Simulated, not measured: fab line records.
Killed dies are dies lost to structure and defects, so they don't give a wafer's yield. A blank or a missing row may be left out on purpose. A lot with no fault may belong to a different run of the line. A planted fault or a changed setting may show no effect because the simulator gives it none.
Lot-split experiment | flow n5-finfet | 7 lots, 21 wafers read, on a route of 1938 steps

## ON THE SPLIT
At N5_BEOL_M1_ILD_DEP_00 (deposits SiOC from DEMS/O2, target thk 79 nm, time 15.3 s), the setting time-s was moved away from the recipe's 15.3 s on 8 of the 21 wafers read, by -13.1% to +10.8%. For the rest of the wafers, this setting stayed at what the recipe calls for.

There is no step in the file separating the split from the reading.

## THE READING
At N5_BEOL_M1_THK_MEAS_01: M1_ILD_THK, given in nm. On this fab line, fault-free wafers typically give 79.5 nm with a standard deviation of 1 nm.

wafer  | tool, chamber at the split | time-s as run, s | against the recipe | M1_ILD_THK, nm | against lot-mates on the recipe
L076.1 | pecvd-01, 1                | 15.3             | recipe             | 78.7           | -
L076.2 | pecvd-01, 0                | 16.26            | +6.3%              | 84.1           | +5.0
L076.4 | pecvd-01, 0                | 15.3             | recipe             | 79.5           | -
L079.1 | pecvd-02, 0                | 16.78            | +9.7%              | 86.6           | +6.3
L079.3 | pecvd-02, 1                | 15.3             | recipe             | 79.5           | -
L079.6 | pecvd-02, 2                | 15.3             | recipe             | 81.0           | -
L083.3 | pecvd-01, 1                | 16.96            | +10.8%             | 88.2           | +7.6
L083.5 | pecvd-01, 1                | 16.96            | +10.8%             | 88.8           | +8.2
L083.6 | pecvd-01, 2                | 15.3             | recipe             | 80.6           | -
L088.2 | pecvd-01, 2                | 14.39            | -5.9%              | 75.4           | -5.2
L088.3 | pecvd-01, 0                | 14.39            | -5.9%              | 73.4           | -7.2
L088.4 | pecvd-01, 2                | 15.3             | recipe             | 80.6           | -
L091.1 | pecvd-02, 0                | 16.25            | +6.2%              | 84.2           | +3.2
L091.4 | pecvd-02, 0                | 15.3             | recipe             | 80.5           | -
L091.5 | pecvd-02, 1                | 15.3             | recipe             | 81.6           | -
L096.3 | pecvd-02, 1                | 15.3             | recipe             | 79.2           | -
L096.5 | pecvd-02, 2                | 15.3             | recipe             | 80.4           | -
L096.6 | pecvd-02, 0                | 13.3             | -13.1%             | 70.5           | -9.3
L097.2 | pecvd-01, 0                | 15.3             | recipe             | 78.0           | -
L097.4 | pecvd-01, 1                | 15.3             | recipe             | 80.6           | -
L097.5 | pecvd-01, 2                | 15.3             | recipe             | 80.5           | -

THE FIT
A straight line over all 21 wafers: M1_ILD_THK changes by +0.76 nm for each +1% of time-s; r = +0.98; the points scatter about the line by 0.97 nm.
The same after taking each lot's own level away (the mean of its wafers on the recipe; 21 wafers): +0.746 nm for each +1%; r = +0.98; scatter 0.96 nm.
The reading moves by 9.8 nm for the largest change in time-s, on that fit.
Measured against the standard deviation above, the lots' own levels, which go from 79.10 to 81.05 nm, span 2.0 times it.
So the lot-to-lot level changes the slope little: the two slopes agree.
Check: for one of the wafers moved furthest among these (-13.1%), held out of the fit, the line's prediction against its lot-mates is -10.4 nm. It came out at -9.3 nm against them.

## THESE WAFERS: OTHER SPLITS
Note: prior to the reading, these wafers also went through further splits. Each is held against what the fit with the lots' levels taken away leaves over:
other split on the same wafers          | wafers away from the commonest value | r with M1_ILD_THK (lot level and that fit taken away)
N5_HKMG_FIN_ETCH_58 source-w            | 9                                    | +0.13
N5_MOL_CONTACT_COAG_ETCH_110 source-w   | 6                                    | +0.13
N5_MOL_CONTACT_COAG_ETCH_91 source-w    | 5                                    | -0.01
N5_MOL_CONTACT_COAG_ETCHBACK_135 time-s | 6                                    | -0.26
N5_BEOL_M0_SAQP_PECVD_04 time-s         | 4                                    | +0.08
N5_BEOL_M0_SAQP_EXPOSE_11 dose-mj       | 8                                    | -0.35
N5_BEOL_M0_ETCH_138 source-w            | 7                                    | +0.06

## THE WHOLE CHAIN: every reading that the file lists as answering this split, in the file's order
step                   | what it does                                              | reading                                                                            | change (the file's fit)               | r (the file's)
N5_BEOL_M1_ILD_DEP_00  | deposits SiOC from DEMS/O2, target thk 79 nm, time 15.3 s | SiOC_of_BEOL_M1_ILD_DEP_00.thk-nm (the simulator's own value, which no gauge read) | +0.718 nm for each +1% of the setting | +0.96
N5_BEOL_M1_THK_MEAS_01 |                                                           | M1_ILD_THK                                                                         | +0.719 for each +1% of the setting    | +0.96

## THE FILE'S OWN FIT
M1_ILD_THK changes by +0.719 nm for each +1% of time-s, r = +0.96.
